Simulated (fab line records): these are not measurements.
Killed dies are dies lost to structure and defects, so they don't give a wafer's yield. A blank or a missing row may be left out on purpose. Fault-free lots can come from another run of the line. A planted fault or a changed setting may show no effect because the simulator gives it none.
Matching of chambers + flow n5-finfet + cmp-02 running N5_HKMG_FIN_CMP_94: 4 sister chambers
The step polishes, stops on SiNx, t overpolish 4.7 s, target thk 43.299 nm. 18 wafers are shown with their chamber, then 9 later ones without.

EACH WAFER AND ITS CHAMBER
| wafer  | chamber | motor-current-A (A) | platen-rpm (rpm) |
|--------|---------|---------------------|------------------|
| L074.1 | 2       | 14.0                | 50.32            |
| L074.3 | 3       | 11.6                | 50.28            |
| L074.5 | 1       | 13.6                | 50.34            |
| L081.1 | 3       | 11.2                | 50.26            |
| L081.5 | 2       | 13.6                | 50.33            |
| L081.6 | 3       | 11.2                | 50.23            |
| L083.1 | 3       | 10.8                | 50.30            |
| L083.2 | 2       | 13.5                | 50.25            |
| L083.5 | 3       | 11.0                | 50.30            |
| L085.1 | 1       | 11.9                | 50.28            |
| L085.2 | 2       | 14.2                | 50.26            |
| L085.6 | 2       | 13.4                | 50.25            |
| L087.1 | 3       | 11.6                | 50.26            |
| L087.2 | 0       | 13.3                | 50.32            |
| L087.3 | 1       | 12.5                | 50.31            |
| L089.1 | 2       | 13.8                | 50.32            |
| L089.2 | 1       | 12.8                | 50.24            |
| L089.5 | 1       | 12.2                | 50.23            |

SIGNATURES (means of the wafers above)
| reading         | chamber 0 | chamber 1 | chamber 2 | chamber 3 | scatter within a chamber |
|-----------------|-----------|-----------|-----------|-----------|--------------------------|
| motor-current-A | 13.300    | 12.600    | 13.750    | 11.233    | 0.438                    |
| platen-rpm      | 50.3200   | 50.2800   | 50.2883   | 50.2717   | 0.0376                   |
Rule: a wafer lies at a distance from a chamber equal to the root of the sum of squares, over the readings, of (its reading less the chamber's mean, divided by the reading's scatter). The wafer belongs to the nearest chamber; if the next one is less than 2 further off, it can't be placed. The scatter: take each reading less its chamber's mean, square it, sum over the shown wafers, divide by the number of wafers less the number of chambers, and take the root.

WAFERS WITHOUT THEIR CHAMBER
| wafer  | motor-current-A (A) | platen-rpm (rpm) |
|--------|---------------------|------------------|
| L090.2 | 13.3                | 50.29            |
| L090.4 | 11.3                | 50.34            |
| L090.6 | 13.8                | 50.27            |
| L091.1 | 12.8                | 50.29            |
| L091.2 | 13.4                | 50.32            |
| L091.6 | 12.2                | 50.35            |
| L093.1 | 11.3                | 50.22            |
| L093.2 | 13.0                | 50.32            |
| L093.3 | 13.5                | 50.30            |

WHICH CHAMBER EACH ONE RAN IN
| wafer  | from the rows above               | in truth |
|--------|-----------------------------------|----------|
| L090.2 | can't be placed: 0 or 2 or 1      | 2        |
| L090.4 | can't be placed: 3 or 1           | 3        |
| L090.6 | can't be placed: 2 or 0           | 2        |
| L091.1 | can't be placed: 1 or 0 or 2      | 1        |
| L091.2 | can't be placed: 0 or 2 or 1      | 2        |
| L091.6 | can't be placed: 1 or 0 or 3 or 2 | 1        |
| L093.1 | can't be placed: 3 or 1           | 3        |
| L093.2 | can't be placed: 0 or 1 or 2      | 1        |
| L093.3 | can't be placed: 2 or 0 or 1      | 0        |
Correctly placed: 0 of 9. Cannot be placed on the basis of these rows: 9; the candidates contain the true chamber in 9. Wrongly placed: 0.
